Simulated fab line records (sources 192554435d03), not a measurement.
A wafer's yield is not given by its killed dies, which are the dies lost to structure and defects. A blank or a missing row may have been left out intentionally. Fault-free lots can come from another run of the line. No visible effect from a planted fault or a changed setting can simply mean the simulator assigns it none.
fab line records	flow n5Finfet
record: lots: 7	wafers: 21	lastDay: 18
route steps=1938 shown BEOL_M11@1554
lots untouched by any fault: they come from a run of this same line in which no faults occurred
startH: start of the lot's first displayed wafer, in hours after the record's first day	waitH: how many hours have passed since the lot's step before this one	" repeats the value in the row above	L1.1+2: a single row standing in for several wafers	- either no value or no given start	* or withheld: withheld	< > ~ a bound
route shown NAME@n: NAME is a module with steps in the file, n the number in the route of the first one	usual: mean/standard deviation of fault-free wafers	same: alike in all rows	chamber/n: place in a boat	sites: per-site readings	_std_site: how widely they spread, as a standard deviation	_edge_site: mean of outer sites minus mean of inner sites	radiusMm: for every site, how far away it sits from the centre of the wafer	mask NAME#n: copy n	behind: the last tool/chamber to shape the wafer	hold: cause of the lot's hold/its duration in hours/its outcome	device: the n, p or np transistor that did not switch	end of line: the tests these same wafers got at the end of their route	a step without rows: its recipe alone	killed: the dies lost at the first sort to structure and to defects; this is not the yield of the wafer	map: per-die view of a wafer (x killed, . not killed, _ where there is no die)
set.NAME: the setting that was run; set.NAME@STEP: the one run at that earlier step	model.NAME: the simulator's own value behind a step, which no gauge read
lots seen at some steps along the route; tables by step, rows by wafer
services: the hour from which a tool's chamber was out of use, counted from the record's first day as startH (under 0 if before that day), plus the number of hours and why
== steps ==
step: N5_BEOL_M11_ETCH_62
recipe: chemistry: N2/H2	target: SOC	targetDepthA: 1100	overetchA: 220	maskMaterial: SiARC	tempC: 40	timeS: 165	ionEnergyEv: 200	pressureMtorr: 30	sourceW: 840	biasW: 150	n2FlowSccm: 200	h2FlowSccm: 200
usual: drypumpMotorCurrentA: 6.1/0.37	oesProductAu: 0.68/0.075	rfVppV: 523.8/2.7	showerheadPlenumPTorr: 2.53/0.093	throttleValvePct: 17.76/0.26
lot.wafer	tool	chamber	startH	waitH	drypumpMotorCurrentA	oesProductAu	rfHoursCounterH	rfVppV	showerheadPlenumPTorr	throttleValvePct
L936.1	rieDiel-02	0	268.26	0.0	6.6	0.71	77	525.1	2.57	17.34
L936.4	"	1	"	"	5.7	0.61	185	520.7	2.40	18.09
L936.6	"	3	"	"	5.8	0.62	-	522.0	2.42	17.76
L940.3	rieDiel-02	0	314.72	0.0	6.6	0.70	92	523.3	2.57	17.39
L940.4	"	1	"	"	5.8	0.60	201	520.8	2.40	18.13
L940.5	"	0	"	"	6.7	0.70	-	525.0	2.57	17.37
L941.1	rieDiel-02	0	317.85	0.0	6.7	0.69	93	522.7	2.57	17.39
L941.3	"	2	"	"	5.7	0.76	30	529.9	2.71	17.89
L941.4	"	1	"	"	5.7	0.60	202	520.6	2.40	18.12
L943.4	rieDiel-01	3	326.65	0.0	5.9	0.58	235	522.0	2.51	18.07
L943.5	"	3	"	"	5.9	0.59	-	522.6	2.51	18.05
L943.6	"	0	"	"	6.2	0.74	-	524.9	2.55	17.39
L945.2	rieDiel-01	3	347.28	0.0	5.9	0.58	241	523.5	2.50	18.06
L945.4	"	1	"	"	6.1	0.71	71	521.2	2.47	17.84
L945.6	"	2	"	"	6.0	0.59	-	525.6	2.61	18.06
L944.1	rieDiel-01	2	354.49	0.0	6.0	0.58	211	526.1	2.61	18.06
L944.3	"	0	"	"	6.2	0.73	52	525.8	2.55	17.37
L944.5	"	0	"	"	6.2	0.73	-	525.1	2.55	17.39
L948.3	rieDiel-01	1	371.11	0.0	6.1	0.72	79	522.3	2.47	17.86
L948.4	"	3	"	"	5.9	0.58	247	522.0	2.50	18.07
L948.5	"	1	"	"	6.0	0.71	-	520.9	2.47	17.87
step: N5_BEOL_M11_STRIP_68
recipe: chemistry: N2/H2	tempC: 40	n2FlowSccm: 200	h2FlowSccm: 200	rfFrequencyHz: 6e+07
step: N5_BEOL_M11_STRIP_67
recipe: chemistry: CF4	resist: SiARC	powerW: 300	biasPowerW: 75	pressureMtorr: 50	cf4FlowSccm: 150	rfFrequencyHz: 6e+07
usual: drypumpMotorCurrentA: 6.0/0.37	oesProductAu: 0.80/0.089	rfVppV: 270.9/1.6	showerheadPlenumPTorr: 1.80/0.064	throttleValvePct: 13.62/0.25
lot.wafer	tool	chamber	startH	waitH	drypumpMotorCurrentA	oesProductAu	rfHoursCounterH	rfVppV	showerheadPlenumPTorr	throttleValvePct
L936.1	rieDiel-02	0	268.41	0.0	6.7	0.84	77	272.3	1.83	13.30
L936.4	"	1	"	"	5.7	0.72	185	269.7	1.72	14.04
L936.6	"	3	"	"	5.9	0.73	-	270.1	1.73	13.57
L940.3	rieDiel-02	0	314.87	0.0	6.6	0.83	92	271.6	1.82	13.31
L940.4	"	1	"	"	5.7	0.71	201	269.2	1.72	14.08
L940.5	"	0	"	"	6.6	0.82	-	271.9	1.82	13.31
L941.1	rieDiel-02	0	318.00	0.0	6.6	0.82	93	270.4	1.82	13.33
L941.3	"	2	"	"	5.7	0.91	31	273.0	1.92	13.66
L941.4	"	1	"	"	5.7	0.70	202	268.7	1.72	14.08
L943.4	rieDiel-01	3	326.79	0.0	5.9	0.70	236	269.0	1.78	13.85
L943.5	"	3	"	"	5.9	0.69	-	269.4	1.78	13.85
L943.6	"	0	"	"	6.2	0.86	-	273.1	1.82	13.32
L945.2	rieDiel-01	3	347.43	0.0	5.9	0.69	241	269.9	1.78	13.87
L945.4	"	1	"	"	6.0	0.85	71	270.3	1.76	13.70
L945.6	"	2	"	"	6.0	0.69	-	274.1	1.84	13.87
L944.1	rieDiel-01	2	354.64	0.0	6.0	0.69	211	271.8	1.84	13.87
L944.3	"	0	"	"	6.2	0.86	52	271.5	1.82	13.34
L944.5	"	0	"	"	6.2	0.86	-	270.1	1.82	13.36
L948.3	rieDiel-01	1	371.25	0.0	6.1	0.84	79	269.8	1.76	13.71
L948.4	"	3	"	"	5.9	0.69	247	270.5	1.78	13.87
L948.5	"	1	"	"	6.1	0.83	-	270.6	1.76	13.70
step: N5_BEOL_M11_HM_OPEN_17
recipe: chemistry: Cl2/BCl3	targetDepthA: 200	overetchA: 60	target: TiN	maskMaterial: SOC	ionEnergyEv: 150	pressureMtorr: 10	icpW: 1000	biasW: 126	Cl2_flow_sccm: 53.25	bcl3FlowSccm: 21.75	Ar_flow_sccm: 25
usual: drypumpMotorCurrentA: 5.67/0.26	oesProductAu: 0.74/0.054	throttleValvePct: 22.39/0.23
lot.wafer	tool	chamber	startH	waitH	drypumpMotorCurrentA	oesProductAu	rfHoursCounterH	throttleValvePct
L936.1	rieMetal-01	1	268.45	0.0	5.81	0.78	10	22.78
L936.4	"	0	"	"	5.40	0.71	-	22.48
L936.6	"	1	"	"	5.81	0.76	-	22.77
L940.3	rieMetal-02	1	314.94	0.1	5.80	0.73	-	22.34
L940.4	"	0	"	"	5.28	0.77	-	22.02
L940.5	"	0	"	"	5.28	0.75	-	22.02
L941.1	rieMetal-01	0	318.04	0.0	5.41	0.69	25	22.49
L941.3	"	1	"	"	5.86	0.75	-	22.79
L941.4	"	0	"	"	5.40	0.70	-	22.51
L943.4	rieMetal-03	0	326.86	0.1	5.97	0.83	-	22.29
L943.5	"	1	"	"	5.46	0.62	-	22.33
L943.6	"	0	"	"	6.01	0.84	-	22.26
L945.2	rieMetal-02	1	347.47	0.0	5.80	0.73	20	22.34
L945.4	"	0	"	"	5.28	0.74	-	22.01
L945.6	"	0	"	"	5.29	0.76	-	22.02
L944.1	rieMetal-01	1	354.68	0.0	5.86	0.75	18	22.79
L944.3	"	0	"	"	5.39	0.69	-	22.50
L944.5	"	0	"	"	5.39	0.70	-	22.50
L948.3	rieMetal-03	0	371.35	0.1	6.00	0.80	-	22.27
L948.4	"	0	"	"	5.99	0.79	-	22.28
L948.5	"	0	"	"	6.00	0.80	-	22.30
step: N5_BEOL_M11_STRIP_19
recipe: chemistry: O2	powerW: 400	tempC: 40	pressureMtorr: 30	rfFrequencyHz: 6e+07	biasPowerW: 0	overashFraction: 0.2	o2FlowSccm: 225
usual: drypumpMotorCurrentA: 6.0/0.4	oesProductAu: 0.81/0.092	rfVppV: 3.7/0.63	showerheadPlenumPTorr: 2.09/0.063	throttleValvePct: 16.65/0.25
lot.wafer	tool	chamber	startH	waitH	drypumpMotorCurrentA	oesProductAu	rfHoursCounterH	rfVppV	showerheadPlenumPTorr	throttleValvePct
L936.1	rieDiel-02	3	268.68	0.2	5.8	0.73	202	3.7	1.98	16.45
L936.4	"	0	"	"	6.7	0.84	78	3.6	2.14	16.40
L936.6	"	2	"	"	5.7	0.96	-	4.1	2.21	16.55
L940.3	rieDiel-03	0	315.17	0.2	5.3	0.76	154	3.9	2.11	16.76
L940.4	"	3	"	"	6.4	0.68	-	3.4	2.15	16.84
L940.5	"	1	"	"	5.8	0.89	-	3.5	2.03	16.46
L941.1	rieDiel-01	2	318.15	0.1	6.0	0.69	201	4.0	2.15	16.87
L941.3	"	3	"	"	5.9	0.69	233	3.8	2.05	16.71
L941.4	"	1	"	"	6.1	0.86	64	4.2	2.05	16.81
L943.4	rieDiel-03	0	326.94	0.1	5.2	0.75	157	4.1	2.11	16.76
L943.5	"	2	"	"	6.6	0.94	-	5.0	2.08	16.51
L943.6	"	1	"	"	5.8	0.88	-	3.6	2.03	16.46
L945.2	rieDiel-02	3	347.67	0.2	5.8	0.71	227	2.7	1.97	16.49
L945.4	"	2	"	"	5.8	0.90	40	2.7	2.20	16.61
L945.6	"	0	"	"	6.7	0.82	-	2.9	2.13	16.42
L944.1	rieDiel-02	3	354.79	0.1	5.8	0.70	229	3.7	1.97	16.52
L944.3	"	0	"	"	6.6	0.81	104	3.3	2.13	16.45
L944.5	"	3	"	"	5.8	0.71	-	3.8	1.97	16.52
L948.3	rieDiel-03	0	371.60	0.2	5.2	0.73	173	3.5	2.11	16.79
L948.4	"	1	"	"	5.8	0.84	71	2.6	2.03	16.49
L948.5	"	2	"	"	6.6	0.89	-	2.7	2.08	16.53
step: N5_BEOL_M11_CD_MEAS_18
recipe: pitchNm: 140	targetCdNm: 70
usual: cdNm: 70.2/0.62
lot.wafer	tool	chamber	startH	waitH	cdNm
L936.1	cdSem-02	-	268.75	0.0	69.8
L936.4	"	-	"	"	69.4
L936.6	"	-	"	"	69.5
L940.3	cdSem-01	-	315.24	0.1	69.6
L940.4	"	-	"	"	71.2
L940.5	"	-	"	"	70.2
L941.1	cdSem-03	-	318.22	0.0	69.8
L941.3	"	-	"	"	71.0
L941.4	"	-	"	"	71.4
L943.4	cdSem-03	-	327.02	0.1	71.1
L943.5	"	-	"	"	71.1
L943.6	"	-	"	"	69.8
L945.2	cdSem-03	-	347.74	0.1	69.4
L945.4	"	-	"	"	71.2
L945.6	"	-	"	"	69.4
L944.1	cdSem-01	-	354.86	0.0	70.5
L944.3	"	-	"	"	71.2
L944.5	"	-	"	"	70.1
L948.3	cdSem-03	-	371.68	0.1	70.7
L948.4	"	-	"	"	70.2
L948.5	"	-	"	"	70.5
step: N5_BEOL_M11_COAT_63
recipe: resist: SOC	tempC: 250	timeS: 60	spinRpm: 1500	resistThkNm: 100
step: N5_BEOL_M11_COAT_64
recipe: resist: SiARC	tempC: 220	timeS: 60	spinRpm: 1500	resistThkNm: 30
step: N5_BEOL_M11_COAT_22
recipe: resist: CAR-ArF	spinRpm: 1500	resistThkNm: 90
step: N5_BEOL_M11_EBR_24
recipe: solvent: PGMEA	ebrWidthMm: 1.5
step: N5_BEOL_M11_SOFTBAKE_23
recipe: tempC: 110	timeS: 60	resist: CAR-ArF
step: N5_BEOL_M11_EXPOSE_25
recipe: maskId: V10	na: 1.35	sourceShape: annular	sigmaInner: 0.5	sigmaOuter: 0.8	polarization: unpolarized	doseMj: 85.5
step: N5_BEOL_M11_PEB_26
recipe: pebTempC: withheld	pebTimeS: 60	resist: CAR-ArF
usual: chillPlateTempC: 22.99/0.11	exhaustPa: 45.2/0.81
lot.wafer	tool	chamber	startH	waitH	chillPlateTempC	exhaustPa
L936.1	lithoTrack-05	0	269.30	0.1	22.98	46.4
L936.4	"	0	"	"	22.91	45.3
L936.6	"	0	"	"	22.93	45.1
L940.3	lithoTrack-03	-	315.97	0.0	-	-
L940.4	"	-	"	"	-	-
L940.5	"	-	"	"	-	-
L941.1	lithoTrack-02	-	320.23	0.1	-	-
L941.3	"	-	"	"	-	-
L941.4	"	-	"	"	-	-
L943.4	lithoTrack-02	-	330.41	0.0	-	-
L943.5	"	-	"	"	-	-
L943.6	"	-	"	"	-	-
L945.2	lithoTrack-02	0	349.37	0.1	22.96	44.8
L945.4	"	0	"	"	22.93	45.4
L945.6	"	0	"	"	22.94	46.3
L944.1	lithoTrack-03	0	355.20	0.1	22.98	44.6
L944.3	"	0	"	"	22.90	45.2
L944.5	"	0	"	"	22.96	44.5
L948.3	lithoTrack-05	0	374.67	0.0	22.77	44.0
L948.4	"	0	"	"	22.91	45.2
L948.5	"	0	"	"	23.09	43.9
step: N5_BEOL_M11_DEVELOP_27
recipe: developTimeS: 30	developer: TMAH	resist: CAR-ArF	rinseLiquid: diw	dry: airSpin	devTempC: 23
== services ==
tool	chamber	startH	hours	kind
rieDiel-01	3	254.41	9.7	repair
rieDiel-02	3	255.88	9.2	repair
rieDiel-03	3	274.13	5.8	repair
rieDiel-01	3	275.10	4.1	repair
rieDiel-03	2	283.09	-	clean
rieDiel-03	2	283.09	-	consumableReplace:focusRing
rieDiel-03	2	283.09	32.6	scheduledDown
rieDiel-03	2	283.09	32.6	ventCycle
rieMetal-03	-	295.92	14.6	pm
rieDiel-03	0	311.45	3.0	repair
rieMetal-01	0	320.04	4.9	repair
rieMetal-01	-	327.12	14.6	pm
rieMetal-03	-	337.52	1.8	repair
rieDiel-02	1	338.28	8.1	repair
rieDiel-03	3	340.36	-	clean
rieDiel-03	3	340.36	-	consumableReplace:esc
rieDiel-03	3	340.36	-	consumableReplace:focusRing
rieDiel-03	3	340.36	23.1	scheduledDown
rieDiel-03	3	340.36	23.1	ventCycle
lithoTrack-03	-	363.07	-	consumableReplace:filter
rieDiel-02	-	367.53	0.8	repair
rieMetal-03	1	370.29	29.6	repair
== key ==
firstSign: step: N5_BEOL_M11_PEB_26	reading: toolRecord	direction: missing
effect none on later readings
metAt N5_BEOL_M11_PEB_26
struckWafers L940.3,L940.4,L940.5,L941.1,L941.3,L941.4,L943.4,L943.5,L943.6
laterRowsLeftOut L940.3,L940.4,L940.5,L941.1,L941.3,L941.4,L943.4,L943.5,L943.6
sortLeftOut L940.3,L940.4,L940.5,L941.1,L941.3,L941.4,L943.4,L943.5,L943.6
fault: kind: skippedStepWhole	tool: lithoTrack-02,lithoTrack-03	chamber: -	onsetH: 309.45	steps: N5_BEOL_M11_PEB_26	scope: struckLotsOnly
sortLeftOut: the simulated sort isn't trusted on such a fault, so these wafers' sort isn't shown, and their yield isn't known
laterRowsLeftOut: the simulator's readings of these wafers behind a module that went badly wrong aren't trusted and aren't shown, but for the sort
